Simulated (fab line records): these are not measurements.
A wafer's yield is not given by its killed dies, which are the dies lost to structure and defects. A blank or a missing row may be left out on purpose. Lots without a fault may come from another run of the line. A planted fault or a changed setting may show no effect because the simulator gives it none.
Chamber matching	flow nand harc	NHARC_P_BONDPAD_ACTIVATE_29 on rie diel-10 has 4 sister chambers
The step chemistry N2, time 60 s. 8 wafers are shown with their chamber, then 8 later ones without.

== EACH WAFER AND ITS CHAMBER ==
wafer	chamber	rf vpp V (V)	oes product au (a.u.)
L616.6	0	64.2	1.001
L619.1	1	66.2	1.001
L626.2	1	65.7	1.008
L626.6	3	65.0	1.010
L630.2	0	64.7	1.005
L630.3	2	63.5	0.993
L630.4	3	62.9	1.000
L632.1	2	63.5	0.993

== WAFERS WITH NO CHAMBER GIVEN ==
wafer	rf vpp V (V)	oes product au (a.u.)
L632.3	65.0	1.006
L632.6	64.5	1.010
L634.1	64.2	0.996
L634.2	64.4	0.981
L634.4	63.7	1.001
L637.1	64.9	1.009
L637.4	64.4	1.004
L637.5	64.1	0.997

== CHAMBER TAKEN BY EACH ==
wafer	from the rows above	in truth
L632.3	can't be placed: 0 or 1 or 3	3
L632.6	can't be placed: 3 or 0 or 1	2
L634.1	can't be placed: 2 or 0 or 3 or 1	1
L634.2	can't be placed: 2 or 0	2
L634.4	can't be placed: 3 or 0 or 2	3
L637.1	can't be placed: 0 or 3 or 1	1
L637.4	can't be placed: 0 or 3 or 1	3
L637.5	can't be placed: 2 or 0 or 3 or 1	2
Correctly placed: 0 of 8. Not placeable from these rows: 8 (in 7, the candidates include the true chamber). Wrongly placed: 0.
How it was worked out, from the rows above alone: a wafer's distance from a chamber is the root of the sum, over the readings, of the square of ((its reading less the chamber's mean) divided by the reading's scatter). If the next closest chamber is less than 2 further off than the closest, the wafer can't be placed; otherwise it belongs to the closest. Each chamber's mean is taken over the wafers shown for it. The scatter is the square root of a quotient: the sum, over the shown wafers, of each reading's squared deviation from its chamber's mean, divided by wafers minus chambers.
